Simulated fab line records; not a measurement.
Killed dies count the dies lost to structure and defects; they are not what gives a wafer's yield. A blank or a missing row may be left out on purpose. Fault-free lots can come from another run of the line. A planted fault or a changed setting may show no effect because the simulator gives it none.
A struck lot beside a sound one || flow n5-finfet || 41 steps out of a route of 1938
Sound: these wafers, L510.2, L510.3, L510.6. Struck: wafer L521.5. (L521.4 of the same lot was not struck and is left out.) The cause comes at the end.
Order at every step that has rows: each side's tool, ch and its chambers, its first start. Under that, the readings that differ: sound wafers || struck wafers || difference of the means || sigmas: that difference in standard deviations of wafers without a fault.
alike: a reading whose means differ by less than 2 such deviations, as well as words and numbers matching on both sides. not compared: withheld readings; readings where some wafer has no value; bounds like >300 that might hide an equal value; numbers whose values overlap and for which the record gives no deviation.
Wherever a step has rows on one side only, a row that says differs or no value, or a row with sigmas, the two part there. Numbers that don't overlap but have no deviation are shown without sigmas and don't part them. A reading missing from all wafers of one side parts the sides only when that side holds two or more wafers.

first, 9 steps without rows for these wafers: N5_BEOL_M0_SAQP_COAT_82 (time 60 s, resist thk 30 nm); N5_BEOL_M0_SAQP_COAT_08 (resist thk 90 nm); N5_BEOL_M0_SAQP_EBR_10; N5_BEOL_M0_SAQP_SOFTBAKE_09 (time 60 s); N5_BEOL_M0_SAQP_EXPOSE_11 (exposes mask M0 CORE, target cd 42 nm); N5_BEOL_M0_SAQP_PEB_12 (peb time 60 s); N5_BEOL_M0_SAQP_DEVELOP_13 (develop time 30 s); N5_BEOL_M0_SAQP_DESCUM_19 (chemistry O2, time 7.9 s); N5_BEOL_M0_SAQP_ETCH_83 (etches SiARC in CF4, target depth 39 nm, time 65 s).
N5_BEOL_M0_SAQP_ETCH_84: etches SOC in N2/H2, target depth 100 nm, overetch 20 nm, time 150 s.
  sound on rie-diel-05 ch 2,3, day 8 01:28; struck on rie-diel-05 ch 2, day 10 14:14
{"reading": "oes-product-au (a.u.)", "sound": "0.64 0.85 0.84", "struck": 0.57, "difference": -0.21, "sigmas": -3}
{"reading": "model.etch.depth-nm (nm)", "sound": "100.2 99.84 100.1", "struck": 82.91, "difference": -17.14, "sigmas": ""}
{"reading": "model.SiARC_of_BEOL_M0_SAQP_COAT_82.thk-nm (nm)", "sound": "24.2 24.2 24.2", "struck": 26.2, "difference": "+2.0", "sigmas": ""}
  alike: drypump-motor-current-A, h2-flow-sccm, rf-vpp-V, showerhead-plenum-p-Torr, throttle-valve-pct
  not compared: rf-hours-counter-h
then, 1 step without rows for these wafers: N5_BEOL_M0_SAQP_STRIP_80 (strips in N2/H2).
N5_BEOL_M0_SAQP_HM_OPEN_112: chemistry CHF3/O2, target SiO2, stops on a-Si, target depth 12 nm, time 13.5 s.
  sound on rie-diel-05 ch 2,3, day 8 01:34; struck on rie-diel-05 ch 2, day 10 14:20
{"reading": "oes-product-au (a.u.)", "sound": "0.47 0.62 0.61", "struck": 0.34, "difference": -0.23, "sigmas": -4}
{"reading": "model.SiARC_of_BEOL_M0_SAQP_COAT_82.thk-nm (nm)", "sound": "5 4.4 4.4", "struck": 7.2, "difference": "+2.6", "sigmas": ""}
  alike: drypump-motor-current-A, rf-vpp-V, showerhead-plenum-p-Torr, throttle-valve-pct
  not compared: rf-hours-counter-h
then, 1 step without rows for these wafers: N5_BEOL_M0_SAQP_STRIP_113 (strips in CHF3/O2).
N5_BEOL_M0_SAQP_MANDREL_ETCH_20: etches a-Si in HBr/Cl2, stops on SiNx, target depth 60 nm, bt time 10 s, time 30 s.
  sound on rie-si-05 ch 1,3, day 8 01:39; struck on rie-si-02 ch 1, day 10 14:25
{"reading": "mfc-cl2-sccm (sccm)", "sound": "79.89 79.78 79.59", "struck": 80.24, "difference": "+0.49", "sigmas": "+2"}
{"reading": "oes-product-au (a.u.)", "sound": "0.758 0.775 0.782", "struck": 0.337, "difference": -0.435, "sigmas": -40}
{"reading": "throttle-valve-pct (%)", "sound": "35.03 34.97 34.92", "struck": 35.92, "difference": "+0.95", "sigmas": "+3"}
  alike: drypump-motor-current-A, he-backside-leak-sccm
  not compared: rf-hours-counter-h
then, 5 steps without rows for these wafers: N5_BEOL_M0_SAQP_STRIP_86 (strips in N2/H2); N5_BEOL_M0_SAQP_STRIP_115 (strips in post etch residue remover, time 60 s); N5_BEOL_M0_SAQP_SRD_93 (time 30 s); N5_BEOL_M0_SAQP_RECESS_114 (chemistry HF/NH3, target SiO2, target depth 14.4 nm, afs cycles 3, sublimation time 60 s); N5_BEOL_M0_SAQP_SPACER1_ALD_98 (deposits SiO2, target thk 12.8 nm, pulse time 1 s, purge time 2 s).
N5_BEOL_M0_SAQP_SPACER1_ETCHBACK_99: etches SiO2 in CHF3/O2, target depth 15.4 nm, time 7.7 s.
  sound on rie-diel-06 ch 0,1,2, day 8 02:44; struck on rie-diel-05 ch 1, day 10 15:52
{"reading": "oes-product-au (a.u.)", "sound": "0.73 0.77 0.81", "struck": 0.32, "difference": -0.45, "sigmas": -5}
{"reading": "rf-vpp-V (V)", "sound": "516 526 523", "struck": 512, "difference": -10, "sigmas": -2}
  alike: drypump-motor-current-A, showerhead-plenum-p-Torr, throttle-valve-pct
  not compared: rf-hours-counter-h
N5_BEOL_M0_SAQP_MANDREL1_REMOVE_100: chemistry HBr/Cl2/O2, target a-Si, stops on SiNx, bt time 10 s.
  sound on rie-si-04 ch 1,3, day 8 02:50; struck on rie-si-04 ch 1, day 10 15:56
{"reading": "oes-product-au (a.u.)", "sound": "1.014 0.999 1.004", "struck": 0.391, "difference": -0.615, "sigmas": -51}
{"reading": "model.BEOL_M0_SAQP.cd-nm (nm)", "sound": "12.8 12.8 12.8", "struck": 41.8, "difference": "+29.0", "sigmas": ""}
  alike: drypump-motor-current-A, he-backside-leak-sccm, mfc-cl2-sccm, throttle-valve-pct
  not compared: rf-hours-counter-h
N5_BEOL_M0_SAQP_CD_MEAS_25: the cd target is 13.1 nm.
  sound on cd-sem-01 ch 0, day 8 02:56; struck on cd-sem-03 ch 0, day 10 16:04
  not compared: cd-nm
then, 12 steps without rows for these wafers: N5_BEOL_M0_SAQP_ETCH_101 (etches SiNx in CH3F/O2, target depth 29.9 nm, time 42.7 s); N5_BEOL_M0_SAQP_ETCH_102 (etches SiO2 in CF4, target depth 4 nm, time 4.4 s); N5_BEOL_M0_SAQP_MANDREL_ETCH_103 (etches a-Si in HBr/Cl2, stops on SiCN, target depth 45 nm, bt time 10 s, time 27 s); N5_BEOL_M0_SAQP_RECESS_104 (chemistry HF/NH3, target SiO2, target depth 18 nm, afs cycles 3, sublimation time 60 s); N5_BEOL_M0_SAQP_COAT_105 (time 60 s, resist thk 100 nm); N5_BEOL_M0_SAQP_ETCH_106 (etches SOC in N2/H2, stops on SiNx, target depth 150 nm); N5_BEOL_M0_SAQP_ETCH_107 (etches SiNx in CH3F/O2, target depth 30 nm); N5_BEOL_M0_SAQP_STRIP_108 (strips in N2/H2); N5_BEOL_M0_SAQP_RECESS_109 (chemistry HF/NH3, target SiO2, target depth 3 nm, afs cycles 1, sublimation time 60 s); N5_BEOL_M0_SAQP_SPACER2_ALD_26 (deposits SiO2, target thk 15 nm, pulse time 1 s, purge time 2 s); N5_BEOL_M0_SAQP_SPACER2_ETCHBACK_27 (etches SiO2 in CHF3/O2, target depth 22.5 nm, time 11.25 s); N5_BEOL_M0_SAQP_MANDREL2_REMOVE_110 (chemistry HBr/Cl2/O2, target a-Si, stops on SiCN, bt time 10 s).
N5_BEOL_M0_SAQP_CD_MEAS_29: the cd target is 14.4 nm.
  sound on cd-sem-03 ch 0, day 8 04:41; struck on cd-sem-01 ch 0, day 10 18:40
  not compared: cd-nm
then, 4 steps without rows for these wafers: N5_BEOL_M0_SAQP_COAT_69 (time 60 s, resist thk 90 nm); N5_BEOL_M0_SAQP_COAT_72 (time 60 s, resist thk 15 nm); N5_BEOL_M0_SAQP_COAT_87 (time 60 s, resist thk 5 nm); N5_BEOL_M0_SAQP_COAT_34 (resist thk 30 nm).
N5_BEOL_M4_RC_MEAS_101:
  the record has rows for the sound wafers here (prober-02 ch 0, day 11 14:32) and none for the struck ones
-- a jump in the record: the struck wafers' starts before and after are 8 days apart (it breaks off in module BEOL_M4 and resumes in module PASSIVATION, where the first step shown is number 1936 of the route) --
N5_PASSIVATION_PROBE_49:
  sound on prober-02 at day 15 22:18; struck on prober-01 at day 19 00:46
{"reading": "defect-limited-yield (%)", "sound": "90.8 89.2 92.9", "struck": 0, "difference": -91, "sigmas": -61}
{"reading": "killed_at_M0_to_M3", "sound": "33 38 32", "struck": 1097, "difference": "+1063", "sigmas": "+99 or more"}
{"reading": "killed-dies", "sound": "109 127 84", "struck": 1180, "difference": "+1073", "sigmas": "+63"}
{"reading": "killed-on-rim", "sound": "14 10 9", "struck": 152, "difference": "+141", "sigmas": "+32"}
{"reading": "sort_bin_5_function (%)", "sound": "5.1 6.2 4.1", "struck": 96.7, "difference": "+91.6", "sigmas": "+97"}
{"reading": "sort-n-pass", "sound": "1071 1053 1096", "struck": 0, "difference": -1073, "sigmas": -63}
{"reading": "sort-yield-pct (%)", "sound": "90.8 89.2 92.9", "struck": 0, "difference": -91, "sigmas": -61}
  alike: killed_at_M4_up, killed-at-contacts, killed-at-front-end, killed-at-other, killed-open, killed-short, sort_bin_6_memory

WHERE THEY PART
Earliest at N5_BEOL_M0_SAQP_ETCH_84; latest, in this record, at N5_PASSIVATION_PROBE_49.

WHY: whatever the simulator had introduced
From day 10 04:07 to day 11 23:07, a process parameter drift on rie-diel-05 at N5_BEOL_M0_SAQP_ETCH_84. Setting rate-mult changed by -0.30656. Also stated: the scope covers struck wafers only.
